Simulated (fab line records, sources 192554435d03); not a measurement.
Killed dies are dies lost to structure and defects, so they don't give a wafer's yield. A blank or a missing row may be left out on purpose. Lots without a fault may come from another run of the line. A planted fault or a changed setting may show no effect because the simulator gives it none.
Which tool did it? | flow n5_finfet | 12 lots, 36 wafers sampled, at 2 steps of a route of 1938

WHAT THE GAUGES READ, wafer by wafer
N5_BEOL_M14_OVL_MEAS_11.
lot  | measured     | on         | V13_OVL (nm)
L075 | day 13 23:04 | overlay-02 | 1 -6 1
L076 | day 14 03:38 | overlay-01 | 4 7 15
L079 | day 14 06:43 | overlay-01 | 8 7 4
L082 | day 14 22:06 | overlay-02 | 4 10 9
L084 | day 15 03:04 | overlay-01 | 4 6 7
L085 | day 15 23:46 | overlay-02 | 17 4 10
L088 | day 16 10:34 | overlay-01 | -1 -7 -5
L089 | day 17 03:36 | overlay-02 | 5 5 3
L092 | day 17 20:57 | overlay-02 | 3 5 8
L091 | day 18 02:32 | overlay-02 | 5 2 1
L095 | day 19 03:10 | overlay-02 | 3 4 9
L094 | day 19 22:15 | overlay-01 | 1 -1 0

WHICH TOOL RAN EACH LOT (tool, then ch and the chambers of the sampled wafers, then the start)
lot  | N5_BEOL_M13_ETCH_38
L075 | rie_diel-02 ch 1,2,3, day 13 20:38
L076 | rie_diel-02 ch 0,1,3, day 14 01:27
L079 | rie_diel-02 ch 2,3, day 14 04:28
L082 | rie_diel-05 ch 1,2, day 14 19:49
L084 | rie_diel-05 ch 1,2,3, day 15 00:58
L085 | rie_diel-02 ch 0,2,3, day 15 21:19
L088 | rie_diel-02 ch 0,2,3, day 16 06:36
L089 | rie_diel-03 ch 0,1, day 16 23:31
L092 | rie_diel-02 ch 0,3, day 17 18:27
L091 | rie_diel-03 ch 0,2,3, day 17 22:02
L095 | rie_diel-03 ch 0,2,3, day 19 00:43
L094 | rie_diel-03 ch 0,1, day 19 19:39
- N5_BEOL_M13_ETCH_38: etches SiCN in CF4/N2, target depth 67.5 nm, time 71.9 s.

THE ANSWER, worked out from the rows above alone
Rule: what is usual is taken from the lots themselves. Put in order of their means at a reading, lots are off if they are a third of the lots or fewer, leave a main group of 4 or more, and stand apart from it by a gap of 3 or more times the standard deviation of the main group's means; of several such gaps the widest counts. A main group whose means are all the same, to the digits that the tables above print for the reading, isn't used. A lot without any number at a reading at which 4 lots or more have one is off too. The other lots that the step has rows for count as sound.
No lot is off at any reading shown: from this, nothing can be told.

WHAT THE SIMULATOR HAD PUT IN
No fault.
